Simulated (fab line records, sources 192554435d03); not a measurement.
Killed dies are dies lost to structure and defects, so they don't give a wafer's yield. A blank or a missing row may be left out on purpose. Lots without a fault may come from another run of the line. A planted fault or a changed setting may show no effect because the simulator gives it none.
Which tool did it? | flow n5_finfet | 10 lots, 30 wafers sampled, at 4 steps of a route of 1938

WHAT THE GAUGES READ, wafer by wafer
N5_BEOL_M6_CD_MEAS_28: target cd 40 nm. Usual: cd_nm 39.93 nm, standard deviation 0.25.
lot  | measured     | on        | cd_nm (nm)        | flag
L160 | day 9 03:13  | cd_sem-03 | 39.84 39.47 40.08 |
L159 | day 9 12:43  | cd_sem-02 | 39.79 39.45 39.54 |
L163 | day 10 04:09 | cd_sem-01 | 40.11 40.09 40.27 |
L164 | day 10 07:16 | cd_sem-01 | 39.64 39.71 39.85 |
L165 | day 10 19:46 | cd_sem-03 | 39.73 39.85 39.76 |
L174 | day 12 17:02 | cd_sem-01 | 39.93 40.10 40.11 |
L177 | day 13 17:14 | cd_sem-01 | 40.20 39.56 39.45 |
L178 | day 13 17:30 | cd_sem-03 | 40.41 39.87 39.68 |
L179 | day 13 20:22 | cd_sem-01 | 39.84 39.95 40.05 |
L180 | day 14 16:47 | cd_sem-02 | 40.14 39.88 40.19 |

WHICH TOOL RAN EACH LOT (tool, then ch and the chambers of the sampled wafers, then the start)
lot  | N5_BEOL_M5_ANNEAL_89         | N5_BEOL_M6_DESCUM_16               | N5_BEOL_M6_COAT_71
L160 | pvd_sputter-02, day 8 19:55  | rie_diel-02 ch 0,1, day 9 01:07    | litho_track-01 ch 0, day 9 02:57
L159 | pvd_sputter-03, day 9 04:07  | rie_diel-02 ch 0,2,3, day 9 10:10  | litho_track-02 ch 0, day 9 12:23
L163 | pvd_sputter-01, day 9 22:06  | rie_diel-06 ch 0,2, day 10 03:13   | litho_track-02 ch 0, day 10 03:53
L164 | pvd_sputter-03, day 10 01:44 | rie_diel-06 ch 0,1,2, day 10 05:44 | litho_track-02 ch 0, day 10 07:00
L165 | pvd_sputter-01, day 10 12:44 | rie_diel-03 ch 0,2,3, day 10 17:44 | litho_track-02 ch 0, day 10 19:29
L174 | pvd_sputter-03, day 12 10:11 | rie_diel-03 ch 0,1,3, day 12 14:00 | litho_track-01 ch 0, day 12 16:38
L177 | pvd_sputter-02, day 13 09:06 | rie_diel-02 ch 2,3, day 13 14:54   | litho_track-03 ch 0, day 13 16:58
L178 | pvd_sputter-03, day 13 12:37 | rie_diel-03 ch 0,1,2, day 13 16:34 | litho_track-02 ch 0, day 13 17:07
L179 | pvd_sputter-01, day 13 14:54 | rie_diel-06 ch 0,2,3, day 13 19:02 | litho_track-02 ch 0, day 13 19:58
L180 | pvd_sputter-01, day 14 08:40 | rie_diel-02 ch 0,2, day 14 12:58   | litho_track-02 ch 0, day 14 16:31
- N5_BEOL_M5_ANNEAL_89: time 1800 s.
- N5_BEOL_M6_DESCUM_16: chemistry O2, time 7.9 s.
- N5_BEOL_M6_COAT_71: time 60 s, resist thk 5 nm.

WHAT THE TOOLS THEMSELVES READ (means of the sampled wafers that have a number; where no wafer has one, the mark that the record gives instead)
N5_BEOL_M5_ANNEAL_89. Usual: heater_power_w 803 W, standard deviation 92.
lot  | tool           | heater_power_w (W) | flag
L160 | pvd_sputter-02 | 769                |
L159 | pvd_sputter-03 | 838                |
L163 | pvd_sputter-01 | 812                |
L164 | pvd_sputter-03 | 757                |
L165 | pvd_sputter-01 | 825                |
L174 | pvd_sputter-03 | 751                |
L177 | pvd_sputter-02 | 863                |
L178 | pvd_sputter-03 | 732                |
L179 | pvd_sputter-01 | 840                |
L180 | pvd_sputter-01 | 798                |

N5_BEOL_M6_DESCUM_16. Usual: drypump_motor_current_A 5.7 A, standard deviation 0.32; oes_product_au 0.77 a.u., standard deviation 0.095; rf_vpp_V 243.4 V, standard deviation 1.4; showerhead_plenum_p_Torr 2.10 Torr, standard deviation 0.082; throttle_valve_pct 20.44 %, standard deviation 0.27.
lot  | tool        | drypump_motor_current_A (A) | oes_product_au (a.u.) | rf_vpp_V (V) | showerhead_plenum_p_Torr (Torr) | throttle_valve_pct (%) | flag
L160 | rie_diel-02 | 5.8                         | 0.71                  | 242.8        | 2.13                            | 20.57                  |
L159 | rie_diel-02 | 5.5                         | 0.71                  | 243.2        | 2.07                            | 20.54                  |
L163 | rie_diel-06 | 6.0                         | 0.80                  | 244.7        | 2.18                            | 20.41                  |
L164 | rie_diel-06 | 5.8                         | 0.79                  | 244.6        | 2.15                            | 20.51                  |
L165 | rie_diel-03 | 5.9                         | 0.76                  | 242.8        | 2.09                            | 20.37                  |
L174 | rie_diel-03 | 5.6                         | 0.75                  | 243.5        | 2.12                            | 20.46                  |
L177 | rie_diel-02 | 5.5                         | 0.79                  | 243.3        | 2.05                            | 20.60                  |
L178 | rie_diel-03 | 5.7                         | 0.78                  | 241.9        | 2.06                            | 20.30                  |
L179 | rie_diel-06 | 5.8                         | 0.77                  | 244.1        | 2.12                            | 20.35                  |
L180 | rie_diel-02 | 5.5                         | 0.95                  | 242.9        | 2.04                            | 20.02                  |

N5_BEOL_M6_COAT_71. Usual: spin_speed_rpm 1499.7 rpm, standard deviation 0.99.
lot  | tool           | spin_speed_rpm (rpm) | flag
L160 | litho_track-01 | 1499.4               |
L159 | litho_track-02 | 1498.9               |
L163 | litho_track-02 | 1499.7               |
L164 | litho_track-02 | 1248.2               | OFF
L165 | litho_track-02 | 1248.5               | OFF
L174 | litho_track-01 | 1498.4               |
L177 | litho_track-03 | 1499.5               |
L178 | litho_track-02 | 1499.8               |
L179 | litho_track-02 | 1500.0               |
L180 | litho_track-02 | 1499.9               |

THE ANSWER, worked out from the rows above alone
Rule: a lot is off if the mean of its wafers that have a number lies more than 3 standard deviations from the usual mean. A lot without any number at a reading at which 4 lots or more have one is off too. The other lots that the step has rows for count as sound. The gauges are gone through in route order, then the tools' own readings, and for those a lot's mean is taken as printed above. The first step at which some lot is off is used, and at that step the reading that is off furthest; a lot without a number counts as furthest.
Off: L164, L165, at N5_BEOL_M6_COAT_71 (spin_speed_rpm).
A tool fits if, at that step or a process step before it, it ran every lot that is off, and no sound lot after the first of them. None of those tried fits.

WHAT THE SIMULATOR HAD PUT IN
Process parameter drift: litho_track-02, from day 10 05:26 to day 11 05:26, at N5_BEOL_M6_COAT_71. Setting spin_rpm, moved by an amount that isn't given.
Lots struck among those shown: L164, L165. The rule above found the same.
